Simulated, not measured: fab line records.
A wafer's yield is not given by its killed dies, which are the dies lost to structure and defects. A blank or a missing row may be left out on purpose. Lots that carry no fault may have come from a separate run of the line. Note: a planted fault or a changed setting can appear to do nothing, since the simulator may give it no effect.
Which tool is to blame? || flow n5-finfet || 9 lots with 27 wafers sampled at 6 steps, on a route of 1938 steps

## WHAT EACH GAUGE READ, for each wafer
N5_BEOL_M4_RC_MEAS_101.
{"lot": "L353", "measured": "day 8 04:57", "on": "prober-02", "DIBL_N (mV/V)": "34.9 34.1 35.3"}
{"lot": "L356", "measured": "day 9 06:42", "on": "prober-01", "DIBL_N (mV/V)": "36.1 36.0 35.6"}
{"lot": "L359", "measured": "day 10 00:45", "on": "prober-02", "DIBL_N (mV/V)": "33.8 35.1 34.4"}
{"lot": "L372", "measured": "day 12 22:28", "on": "prober-02", "DIBL_N (mV/V)": "39.1 38.5 37.6"}
{"lot": "L373", "measured": "day 13 16:23", "on": "prober-01", "DIBL_N (mV/V)": "35.4 36.3 37.0"}
{"lot": "L374", "measured": "day 13 18:04", "on": "prober-01", "DIBL_N (mV/V)": "35.9 37.2 34.9"}
{"lot": "L375", "measured": "day 13 23:38", "on": "prober-02", "DIBL_N (mV/V)": "35.6 34.9 33.5"}

## EACH LOT AND THE TOOL THAT RAN IT (in order: tool; ch and the chambers of the sampled wafers; start)
{"lot": "L353", "N5_BEOL_M4_STRIP_36": "rie-diel-05 ch 0,2,3, day 8 00:48", "N5_BEOL_M4_PRE_CLEAN_45": "pvd-sputter-03, day 8 01:25", "N5_BEOL_M4_CVD_47": "cvd-co-01 ch 1,2, day 8 01:50", "N5_BEOL_M4_SPUTTER_79": "pvd-sputter-02, day 8 02:19", "N5_BEOL_M4_CMP_52": "cmp-03 ch 1,3, day 8 04:23"}
{"lot": "L356", "N5_BEOL_M4_STRIP_36": "rie-diel-02 ch 0,2,3, day 9 02:30", "N5_BEOL_M4_PRE_CLEAN_45": "pvd-sputter-03, day 9 03:10", "N5_BEOL_M4_CVD_47": "cvd-co-02 ch 0,1,2, day 9 03:38", "N5_BEOL_M4_SPUTTER_79": "pvd-sputter-02, day 9 04:03", "N5_BEOL_M4_CMP_52": "cmp-04 ch 0,1, day 9 06:05"}
{"lot": "L359", "N5_BEOL_M4_STRIP_36": "rie-diel-05 ch 0,2, day 9 20:41", "N5_BEOL_M4_PRE_CLEAN_45": "pvd-sputter-03, day 9 21:18", "N5_BEOL_M4_CVD_47": "cvd-co-02 ch 0,1, day 9 21:41", "N5_BEOL_M4_SPUTTER_79": "pvd-sputter-03, day 9 22:07", "N5_BEOL_M4_CMP_52": "cmp-03 ch 1,2, day 10 00:08"}
{"lot": "L367", "N5_BEOL_M4_STRIP_36": "rie-diel-02 ch 0,1,3, day 12 06:04", "N5_BEOL_M4_PRE_CLEAN_45": "pvd-sputter-02, day 12 06:49", "N5_BEOL_M4_CVD_47": "cvd-co-02 ch 0,1,2, day 12 07:15", "N5_BEOL_M4_SPUTTER_79": "pvd-sputter-02, day 12 07:41", "N5_BEOL_M4_CMP_52": "cmp-04 ch 1,2, day 12 09:46"}
{"lot": "L369", "N5_BEOL_M4_STRIP_36": "rie-diel-05 ch 0,2,3, day 12 07:12", "N5_BEOL_M4_PRE_CLEAN_45": "pvd-sputter-01, day 12 07:49", "N5_BEOL_M4_CVD_47": "cvd-co-01 ch 0,2, day 12 08:10", "N5_BEOL_M4_SPUTTER_79": "pvd-sputter-03, day 12 08:41", "N5_BEOL_M4_CMP_52": "cmp-01 ch 1,2,3, day 12 10:48"}
{"lot": "L372", "N5_BEOL_M4_STRIP_36": "rie-diel-05 ch 0,1,3, day 12 17:44", "N5_BEOL_M4_PRE_CLEAN_45": "pvd-sputter-02, day 12 18:41", "N5_BEOL_M4_CVD_47": "cvd-co-01 ch 0,2, day 12 19:27", "N5_BEOL_M4_SPUTTER_79": "pvd-sputter-02, day 12 19:50", "N5_BEOL_M4_CMP_52": "cmp-04 ch 0,1,2, day 12 21:52"}
{"lot": "L373", "N5_BEOL_M4_STRIP_36": "rie-diel-06 ch 0,1,3, day 13 11:39", "N5_BEOL_M4_PRE_CLEAN_45": "pvd-sputter-03, day 13 12:23", "N5_BEOL_M4_CVD_47": "cvd-co-02 ch 0,1,2, day 13 12:49", "N5_BEOL_M4_SPUTTER_79": "pvd-sputter-01, day 13 13:35", "N5_BEOL_M4_CMP_52": "cmp-01 ch 0,1,3, day 13 15:37"}
{"lot": "L374", "N5_BEOL_M4_STRIP_36": "rie-diel-02 ch 1,3, day 13 12:06", "N5_BEOL_M4_PRE_CLEAN_45": "pvd-sputter-03, day 13 12:32", "N5_BEOL_M4_CVD_47": "cvd-co-01 ch 0,2, day 13 13:00", "N5_BEOL_M4_SPUTTER_79": "pvd-sputter-02, day 13 14:53", "N5_BEOL_M4_CMP_52": "cmp-03 ch 2,3, day 13 16:58"}
{"lot": "L375", "N5_BEOL_M4_STRIP_36": "rie-diel-06 ch 0,2,3, day 13 18:50", "N5_BEOL_M4_PRE_CLEAN_45": "pvd-sputter-02, day 13 19:56", "N5_BEOL_M4_CVD_47": "cvd-co-01 ch 0,2, day 13 20:26", "N5_BEOL_M4_SPUTTER_79": "pvd-sputter-02, day 13 20:51", "N5_BEOL_M4_CMP_52": "cmp-04 ch 1,2,3, day 13 22:53"}
- N5_BEOL_M4_STRIP_36: strips in N2/H2.
- N5_BEOL_M4_PRE_CLEAN_45: time 30 s.
- N5_BEOL_M4_CVD_47: deposits Co from CCTBA/H2, target thk 3 nm, time 223.8 s.
- N5_BEOL_M4_SPUTTER_79: material Cu, target thk 4.5 nm, time 8.29 s.
- N5_BEOL_M4_CMP_52: polishes, stops on SiOC, t overpolish 6.8 s, target thk 40 nm.

## THE ANSWER, worked out from the rows above alone
Rule: the lots themselves supply what counts as usual. The widest of any qualifying gaps counts: lots, ordered by their means at a reading, are off when they make up no more than a third of the lots, leave a main group of 4 or more, and stand apart from it by 3 or more times the standard deviation of that group's means. Not used: any main group whose means are identical at the precision the tables above print for the reading. Also off: a lot with no number at a reading for which 4 or more lots have one. Any other lot the step has rows for is counted as sound.
None of the lots is off at any reading shown; this tells nothing.

## WHAT THE SIMULATOR PUT IN
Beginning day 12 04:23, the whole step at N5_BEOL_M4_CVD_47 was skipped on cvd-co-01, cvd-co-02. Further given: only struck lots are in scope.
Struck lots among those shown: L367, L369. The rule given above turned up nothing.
